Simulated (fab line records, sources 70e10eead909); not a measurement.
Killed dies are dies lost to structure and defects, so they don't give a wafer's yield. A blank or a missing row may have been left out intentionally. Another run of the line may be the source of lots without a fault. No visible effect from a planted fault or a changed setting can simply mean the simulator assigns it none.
The tool behind it: which one? | flow nandHarc | 12 lots with 36 wafers sampled at 5 steps, on a route of 1159 steps

WHAT THE GAUGES READ, wafer by wafer
NHARC_A_ZERO_WELL_CD_MEAS_10 targets a cd of 2000 nm. Usual: cdNm reads 1998.4 nm (standard deviation 2.3).
lot  | measured     | on       | cdNm (nm)            | flag
L285 | day 6 08:22  | cdSem-03 | 1997.7 1994.9 1998.0 | 
L286 | day 6 21:58  | cdSem-01 | 1996.9 1999.7 1996.9 | 
L287 | day 6 22:28  | cdSem-02 | 2001.3 2001.5 1997.1 | 
L288 | day 6 23:32  | cdSem-03 | 1998.8 1999.5 1998.4 | 
L290 | day 7 10:11  | cdSem-03 | 1997.5 1999.0 1999.6 | 
L292 | day 8 04:30  | cdSem-03 | 1996.2 1997.9 1994.1 | 
L294 | day 9 06:26  | cdSem-03 | 1996.8 2000.0 1996.3 | 
L296 | day 9 14:58  | cdSem-01 | 1999.1 2000.0 2001.5 | 
L295 | day 9 19:52  | cdSem-01 | 1996.7 1994.6 1994.8 | 
L306 | day 11 21:37 | cdSem-01 | 2002.2 1999.4 1995.8 | 
L305 | day 11 22:17 | cdSem-01 | 1996.7 1997.6 1999.3 | 
L308 | day 12 00:23 | cdSem-01 | 1996.7 2000.6 2001.5 | 

NHARC_END_SORT_01. Usual: killedAtArray 29, standard deviation 11; killedAtOther 0.5, standard deviation 0.89; killedAtPeriphery 3.3, standard deviation 2; killedDies 32, standard deviation 11; killedOpen 3.1, standard deviation 1.9; killedShort 2.3, standard deviation 1.6.
lot  | measured     | on        | killedAtArray | killedAtOther | killedAtPeriphery | killedDies | killedOpen | killedShort | flag
L294 | day 21 21:36 | prober-01 | 13 16 15      | 1 2 0         | 7 5 3             | 21 23 18   | 3 8 4      | 2 3 5       | 
L306 | day 24 03:07 | prober-02 | 35 33 20      | 0 0 0         | 4 4 1             | 39 37 21   | 3 2 0      | 3 2 0       | 
L305 | day 24 17:50 | prober-01 | 47 39 32      | 0 0 0         | 7 3 4             | 54 42 36   | 4 1 4      | 4 1 0       | 
L308 | day 24 14:40 | prober-02 | 35 44 34      | 1 1 6         | 5 5 3             | 41 50 43   | 6 4 2      | 3 3 0       | 

WHAT TOOL EACH LOT RAN ON (gives the tool, then ch and the chambers of the sampled wafers, and finally the start)
lot  | NHARC_A_ZERO_WELL_DESCUM_12       | NHARC_A_CHANNEL_HOLE_D1_DEP_01  | NHARC_A_CHANNEL_HOLE_D1_ETCH_38
L285 | rieDiel-04 ch 0,1,3, day 6 08:32  | pecvd-02 ch 0,1,2, day 8 01:23  | rieDiel-03 ch 1,2,3, day 8 02:23
L286 | rieDiel-09 ch 1,2,3, day 6 22:08  | pecvd-04 ch 0,2, day 8 14:54    | rieDiel-03 ch 0,3, day 8 15:50
L287 | rieDiel-04 ch 0,1, day 6 22:39    | pecvd-04 ch 1,2, day 8 16:17    | rieDiel-06 ch 0,3, day 8 17:14
L288 | rieDiel-09 ch 1,2, day 6 23:42    | pecvd-04 ch 0,1,2, day 8 16:45  | rieDiel-01 ch 0,1,2, day 8 17:41
L290 | rieDiel-04 ch 0,3, day 7 10:21    | pecvd-02 ch 0,1, day 9 00:41    | rieDiel-03 ch 0,3, day 9 01:46
L292 | rieDiel-04 ch 0,1,3, day 8 04:40  | pecvd-03 ch 0,1, day 9 15:50    | rieDiel-06 ch 0,1,3, day 9 16:50
L294 | rieDiel-04 ch 0,1,2, day 9 06:37  | pecvd-03 ch 0,1, day 10 21:01   | rieDiel-01 ch 0,2, day 10 22:00
L296 | rieDiel-09 ch 1,2,3, day 9 15:08  | pecvd-04 ch 0,2, day 11 09:50   | rieDiel-06 ch 0,1,3, day 11 10:44
L295 | rieDiel-08 ch 1,2,3, day 9 20:01  | pecvd-03 ch 0,1, day 11 08:58   | rieDiel-03 ch 0,2, day 11 09:57
L306 | rieDiel-08 ch 2,3, day 11 21:46   | pecvd-04 ch 1,2, day 13 11:35   | rieDiel-03 ch 0,2,3, day 13 12:28
L305 | rieDiel-04 ch 1,2,3, day 11 22:26 | pecvd-04 ch 0,1,2, day 13 15:31 | rieDiel-01 ch 0,2, day 13 16:29
L308 | rieDiel-08 ch 0,1,2, day 12 00:32 | pecvd-02 ch 0,2, day 13 14:34   | rieDiel-06 ch 0,1,3, day 13 15:25
- NHARC_A_ZERO_WELL_DESCUM_12: chemistry O2, time 3 s.
- NHARC_A_CHANNEL_HOLE_D1_DEP_01: deposits SiON, target thk 140 nm.
- NHARC_A_CHANNEL_HOLE_D1_ETCH_38: etches the open film in CF4, target depth 39 nm, time 65 s.

WHAT THE TOOLS THEMSELVES READ (means of the sampled wafers that have a number; where no wafer has one, the mark that the record gives instead)
NHARC_A_ZERO_WELL_DESCUM_12. Usual: drypumpMotorCurrentA 5.7 A, standard deviation 0.38; mfcArSccm 0.008 sccm, standard deviation 0.0095; oesProductAu 0.998 a.u., standard deviation 0.012; rfVppV 57.9 V, standard deviation 0.85; showerheadPlenumPTorr 1.95 Torr, standard deviation 0.074; throttleValvePct 11.311 %, standard deviation 0.0084.
lot  | tool       | drypumpMotorCurrentA (A) | mfcArSccm (sccm) | oesProductAu (a.u.) | rfVppV (V) | showerheadPlenumPTorr (Torr) | throttleValvePct (%) | flag
L285 | rieDiel-04 | 5.7                      | 0.003            | 1.005               | 57.9       | 1.97                         | 11.316               | 
L286 | rieDiel-09 | 6.0                      | 0.015            | 0.996               | 58.1       | 1.96                         | 11.307               | 
L287 | rieDiel-04 | 5.8                      | 0.003            | 0.979               | 57.9       | 1.92                         | 11.309               | 
L288 | rieDiel-09 | 5.8                      | 0.012            | 0.997               | 57.9       | 1.95                         | 11.306               | 
L290 | rieDiel-04 | 5.7                      | 0.003            | 1.012               | 58.1       | 2.02                         | 11.316               | 
L292 | rieDiel-04 | 5.8                      | 0.003            | 1.003               | 58.5       | 1.97                         | 11.307               | 
L294 | rieDiel-04 | 5.9                      | 0.007            | 0.989               | 57.9       | 1.97                         | 11.314               | 
L296 | rieDiel-09 | 6.0                      | 0.015            | 1.004               | 58.1       | 1.96                         | 11.307               | 
L295 | rieDiel-08 | 5.2                      | 0.003            | 0.991               | 57.6       | 1.89                         | 11.320               | 
L306 | rieDiel-08 | 5.1                      | 0.003            | 1.004               | 57.6       | 1.91                         | 11.315               | 
L305 | rieDiel-04 | 5.8                      | 0.004            | 0.994               | 58.3       | 1.95                         | 11.309               | 
L308 | rieDiel-08 | 5.6                      | 0.000            | 0.994               | 57.6       | 1.90                         | 11.302               | 

NHARC_A_CHANNEL_HOLE_D1_DEP_01. Usual: heaterPowerW 742 W, standard deviation 77; rfFwdPowerW 348.4 W, standard deviation 1.2.
lot  | tool     | heaterPowerW (W) | rfFwdPowerW (W) | flag
L285 | pecvd-02 | 656              | 347.1           | 
L286 | pecvd-04 | 672              | 349.1           | 
L287 | pecvd-04 | 847              | 348.8           | 
L288 | pecvd-04 | 753              | 348.8           | 
L290 | pecvd-02 | 698              | 350.3           | 
L292 | pecvd-03 | 766              | 348.0           | 
L294 | pecvd-03 | 774              | 348.5           | 
L296 | pecvd-04 | 731              | 350.1           | 
L295 | pecvd-03 | 772              | 349.0           | 
L306 | pecvd-04 | 728              | 311.8           | OFF
L305 | pecvd-04 | 746              | 330.0           | OFF
L308 | pecvd-02 | 708              | 347.7           | 

NHARC_A_CHANNEL_HOLE_D1_ETCH_38. Usual: drypumpMotorCurrentA 5.7 A, standard deviation 0.39; mfcArSccm 0.008 sccm, standard deviation 0.0094; oesProductAu 0.997 a.u., standard deviation 0.015; rfFwdPowerW 297.6 W, standard deviation 1.3; rfVppV 151.5 V, standard deviation 1.2; showerheadPlenumPTorr 1.79 Torr, standard deviation 0.062; throttleValvePct 13.285 %, standard deviation 0.0091.
lot  | tool       | drypumpMotorCurrentA (A) | mfcArSccm (sccm) | oesProductAu (a.u.) | rfFwdPowerW (W) | rfVppV (V) | showerheadPlenumPTorr (Torr) | throttleValvePct (%) | flag
L285 | rieDiel-03 | 5.3                      | 0.002            | 0.990               | 296.8           | 151.7      | 1.77                         | 13.278               | 
L286 | rieDiel-03 | 5.8                      | 0.004            | 0.992               | 299.2           | 150.3      | 1.74                         | 13.284               | 
L287 | rieDiel-06 | 5.5                      | 0.010            | 0.992               | 297.5           | 152.2      | 1.79                         | 13.285               | 
L288 | rieDiel-01 | 5.9                      | 0.006            | 0.990               | 298.6           | 152.5      | 1.81                         | 13.285               | 
L290 | rieDiel-03 | 5.8                      | 0.004            | 0.986               | 299.8           | 150.8      | 1.74                         | 13.286               | 
L292 | rieDiel-06 | 5.6                      | 0.016            | 1.004               | 296.8           | 151.2      | 1.77                         | 13.274               | 
L294 | rieDiel-01 | 6.2                      | 0.006            | 1.002               | 299.3           | 152.1      | 1.85                         | 13.284               | 
L296 | rieDiel-06 | 5.6                      | 0.016            | 1.006               | 296.9           | 151.3      | 1.77                         | 13.287               | 
L295 | rieDiel-03 | 5.9                      | 0.004            | 0.988               | 298.1           | 151.0      | 1.80                         | 13.275               | 
L306 | rieDiel-03 | 5.8                      | 0.003            | 0.990               | 297.3           | 150.9      | 1.75                         | 13.285               | 
L305 | rieDiel-01 | 6.2                      | 0.006            | 0.993               | 297.4           | 151.8      | 1.85                         | 13.289               | 
L308 | rieDiel-06 | 5.6                      | 0.016            | 1.017               | 297.2           | 150.8      | 1.77                         | 13.283               | 

THE ANSWER, worked out from the rows above alone
Rule: take the mean of a lot's wafers that have a number; if it is more than 3 standard deviations from the usual mean, the lot is off. Also off: a lot with no number at a reading for which 4 or more lots have one. The other lots that the step has rows for count as sound. Order of review: gauges by route order, followed by the tools' own readings, for which a lot's mean as printed above is used. The first step at which some lot is off is used, and at that step the reading that is off furthest; a lot without a number counts as furthest.
Off: L306, L305, at NHARC_A_CHANNEL_HOLE_D1_DEP_01 (rfFwdPowerW).
A tool fits if, at that step or a process step before it, it ran every lot that is off, and no sound lot after the first of them. One fits: pecvd-04 at NHARC_A_CHANNEL_HOLE_D1_DEP_01. A fault onset in the window from L296 (day 11 09:50, its last sound lot) to L306 (day 13 11:35, its first lot off) fits.
The tool's own readings at NHARC_A_CHANNEL_HOLE_D1_DEP_01 bear it out: on the lots that are off they differ by more than 5 times the standard deviation of the sound lots' means. rfFwdPowerW reads 320.9 W there against 348.7 W on the sound lots.

WHAT THE SIMULATOR PUT IN
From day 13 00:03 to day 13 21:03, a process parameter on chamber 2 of pecvd-04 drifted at NHARC_A_CHANNEL_HOLE_D1_DEP_01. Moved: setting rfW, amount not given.
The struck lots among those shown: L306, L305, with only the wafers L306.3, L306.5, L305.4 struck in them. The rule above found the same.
